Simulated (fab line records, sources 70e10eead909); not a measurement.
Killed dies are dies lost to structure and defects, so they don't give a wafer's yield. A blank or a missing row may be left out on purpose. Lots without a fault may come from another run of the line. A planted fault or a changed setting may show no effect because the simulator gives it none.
Chamber matching | flow nand_harc | NHARC_A_CHANNEL_HOLE_D2_DESCUM_15 on rie_diel-02: 4 sister chambers
The step chemistry O2, time 3 s. 14 wafers are shown with their chamber, then 7 later ones without.

WAFERS WITH THEIR CHAMBER
wafer  | chamber | oes_product_au (a.u.) | rf_vpp_V (V) | throttle_valve_pct (%)
L078.1 | 0       | 1.010                 | 59.3         | 11.316
L078.5 | 2       | 0.985                 | 56.3         | 11.325
L078.6 | 1       | 1.009                 | 56.8         | 11.315
L080.2 | 0       | 1.005                 | 59.5         | 11.317
L080.3 | 3       | 0.991                 | 57.6         | 11.297
L080.5 | 0       | 1.011                 | 57.9         | 11.320
L084.1 | 3       | 0.988                 | 56.5         | 11.315
L084.2 | 2       | 0.990                 | 57.5         | 11.314
L084.6 | 3       | 0.985                 | 56.3         | 11.297
L082.1 | 2       | 0.989                 | 56.4         | 11.310
L082.2 | 1       | 1.000                 | 57.6         | 11.312
L082.4 | 3       | 0.995                 | 57.1         | 11.310
L087.1 | 1       | 0.985                 | 58.0         | 11.311
L087.3 | 0       | 1.007                 | 57.4         | 11.308

SIGNATURES (means of the wafers above)
reading            | chamber 0 | chamber 1 | chamber 2 | chamber 3 | scatter within a chamber
oes_product_au     | 1.00825   | 0.99800   | 0.98800   | 0.98975   | 0.00621
rf_vpp_V           | 58.525    | 57.467    | 56.733    | 56.875    | 0.767
throttle_valve_pct | 11.31525  | 11.31267  | 11.31633  | 11.30475  | 0.00679
Rule: a wafer's distance from a chamber is the root of the sum, over the readings, of the square of ((its reading less the chamber's mean) divided by the reading's scatter). The wafer belongs to the nearest chamber; if the next one is less than 2 further off, it can't be placed. The scatter: the root of (the sum of the squares of (reading less its chamber's mean) over the shown wafers, divided by (wafers less chambers)).

WAFERS WITHOUT THEIR CHAMBER
wafer  | oes_product_au (a.u.) | rf_vpp_V (V) | throttle_valve_pct (%)
L087.6 | 0.995                 | 58.2         | 11.303
L091.2 | 1.023                 | 58.2         | 11.306
L091.4 | 1.004                 | 57.7         | 11.311
L091.6 | 0.989                 | 59.0         | 11.311
L095.2 | 1.013                 | 57.6         | 11.309
L095.5 | 0.992                 | 57.5         | 11.314
L095.6 | 1.017                 | 57.4         | 11.318

WHICH CHAMBER EACH WENT THROUGH
wafer  | from the rows above               | in truth
L087.6 | can't be placed: 1 or 3 or 0 or 2 | 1
L091.2 | can't be placed: 0 or 1           | 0
L091.4 | can't be placed: 1 or 0 or 3 or 2 | 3
L091.6 | can't be placed: 1 or 3 or 2 or 0 | 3
L095.2 | can't be placed: 0 or 1           | 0
L095.5 | can't be placed: 1 or 2 or 3 or 0 | 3
L095.6 | can't be placed: 0 or 1           | 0
Placed correctly: 0 of 7. Can't be placed from these rows: 7 (the true chamber is among the candidates in 7). Placed wrongly: 0.
